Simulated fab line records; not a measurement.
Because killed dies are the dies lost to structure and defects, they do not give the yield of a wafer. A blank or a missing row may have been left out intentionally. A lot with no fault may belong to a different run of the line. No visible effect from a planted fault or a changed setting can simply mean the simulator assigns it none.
Chamber matching    flow n5_finfet    4 sister chambers for N5_BEOL_M14_DESCUM_15 on rie_diel-05
The step chemistry O2, time 7.9 s. 20 wafers are shown with their chamber, then 10 later ones without.

## WAFERS PAIRED WITH THEIR CHAMBERS
wafer   chamber  throttle_valve_pct (%)  showerhead_plenum_p_Torr (Torr)  oes_product_au (a.u.)
L074.3  1        20.64                   2.21                             0.83
L074.4  3        20.51                   2.23                             0.79
L074.5  1        20.65                   2.21                             0.83
L075.1  2        20.17                   2.08                             0.79
L075.4  0        20.17                   2.19                             0.74
L075.5  0        20.17                   2.19                             0.74
L078.1  3        20.52                   2.23                             0.80
L078.4  1        20.64                   2.20                             0.82
L078.6  3        20.51                   2.23                             0.79
L079.2  0        20.18                   2.19                             0.73
L079.3  3        20.52                   2.23                             0.78
L079.4  1        20.66                   2.20                             0.81
L082.1  0        20.21                   2.19                             0.74
L082.2  2        20.17                   2.07                             0.77
L082.3  3        20.53                   2.22                             0.78
L082.4  1        20.67                   2.20                             0.81
L082.5  3        20.52                   2.22                             0.78
L082.6  0        20.20                   2.19                             0.74
L084.1  3        20.53                   2.22                             0.78
L084.2  1        20.67                   2.20                             0.81

SIGNATURES, as means of the wafers listed above
reading                   chamber 0  chamber 1  chamber 2  chamber 3  scatter within a chamber
throttle_valve_pct        20.1860    20.6550    20.1700    20.5200    0.0129
showerhead_plenum_p_Torr  2.1900     2.2033     2.0750     2.2257     0.00471
oes_product_au            0.7380     0.8183     0.7800     0.7857     0.00842
Rule: for each reading, subtract the chamber's mean from the wafer's reading, divide by that reading's scatter and square the result; add these up over the readings and take the root, which gives the wafer's distance from the chamber. The wafer belongs to the nearest chamber; if the next one is less than 2 further off, it can't be placed. The scatter: the root of (the sum of the squares of (reading less its chamber's mean) over the shown wafers, divided by (wafers less chambers)).

## WAFERS WHOSE CHAMBER IS MISSING
wafer   throttle_valve_pct (%)  showerhead_plenum_p_Torr (Torr)  oes_product_au (a.u.)
L084.3  20.20                   2.19                             0.73
L084.4  20.19                   2.07                             0.77
L084.5  20.21                   2.19                             0.74
L084.6  20.70                   2.20                             0.80
L096.1  20.26                   2.18                             0.71
L096.5  20.22                   2.07                             0.75
L096.6  20.56                   2.21                             0.74
L097.2  20.23                   2.06                             0.75
L097.3  20.25                   2.18                             0.71
L097.6  20.71                   2.19                             0.77

## WHICH CHAMBER EACH ONE RAN IN
wafer   from the rows above  in truth
L084.3  0                    0
L084.4  2                    2
L084.5  0                    0
L084.6  1                    1
L096.1  0                    0
L096.5  2                    2
L096.6  3                    3
L097.2  2                    2
L097.3  0                    0
L097.6  1                    1
Placed correctly: 10 of 10. Can't be placed from these rows: 0. Wrongly placed: 0.
